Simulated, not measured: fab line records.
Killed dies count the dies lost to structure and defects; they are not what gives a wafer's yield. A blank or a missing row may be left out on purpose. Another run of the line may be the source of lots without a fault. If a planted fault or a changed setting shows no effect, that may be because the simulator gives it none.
One fault seen from 2 desks ; flow nandHarc ; each desk has only its own numbers; what lay behind them comes last

## THE TOOL OWNER'S DESK: lithoTrack-03
At NHARC_P_ZERO_WELL_SOFTBAKE_06 (time 70 s), the tool's own readings, given per lot that ran on this tool as the mean of the sampled wafers with a number. The brackets show how far a lot's mean lies from the usual mean; more than 4 standard deviations puts the lot out of limits, marked OUT.
Columns: A = heaterPowerTotalW at NHARC_P_ZERO_WELL_SOFTBAKE_06, usual 200.8 W
lot;first seen here;A
L156;day 1 20:00;200.0
L158;day 2 16:00;200.5
L161;day 3 22:00;203.8
L162;day 4 08:00;205.4
L169;day 7 06:00;200.4
L171;day 8 02:00;201.7
L172;day 8 12:00;200.5
L176;day 10 04:00;201.4
L177;day 10 14:00;201.2
Result from this desk: across the 9 lots, nothing is out of limits.

## METROLOGY DESK
What the gauges read for every lot (on any tool): the sampled wafers with a number, averaged. The brackets show how far a lot's mean lies from the usual mean; more than 4 standard deviations puts the lot out of limits, marked OUT.
Columns: A = cdNm at NHARC_P_ZERO_WELL_CD_MEAS_37, usual 719.5 nm
lot;first seen here;A
L156;day 2 00:20;719.9
L158;day 2 19:58;716.5
L161;day 4 02:08;718.9
L162;day 4 12:10;720.7
L168;day 7 00:28;719.1
L169;day 7 10:07;720.5
L170;day 7 20:13;718.5
L171;day 8 06:28;722.2
L172;day 8 16:15;717.4
L173;day 9 02:03;721.6
L176;day 10 08:23;719.5
L177;day 10 18:07;720.3
Result from this desk: across the 12 lots, nothing is out of limits.

## PUT TOGETHER
The desk of the tool owner found nothing out of limits.
The metrology desk saw nothing out of limits.

## WHAT WAS PUT IN BY THE SIMULATOR
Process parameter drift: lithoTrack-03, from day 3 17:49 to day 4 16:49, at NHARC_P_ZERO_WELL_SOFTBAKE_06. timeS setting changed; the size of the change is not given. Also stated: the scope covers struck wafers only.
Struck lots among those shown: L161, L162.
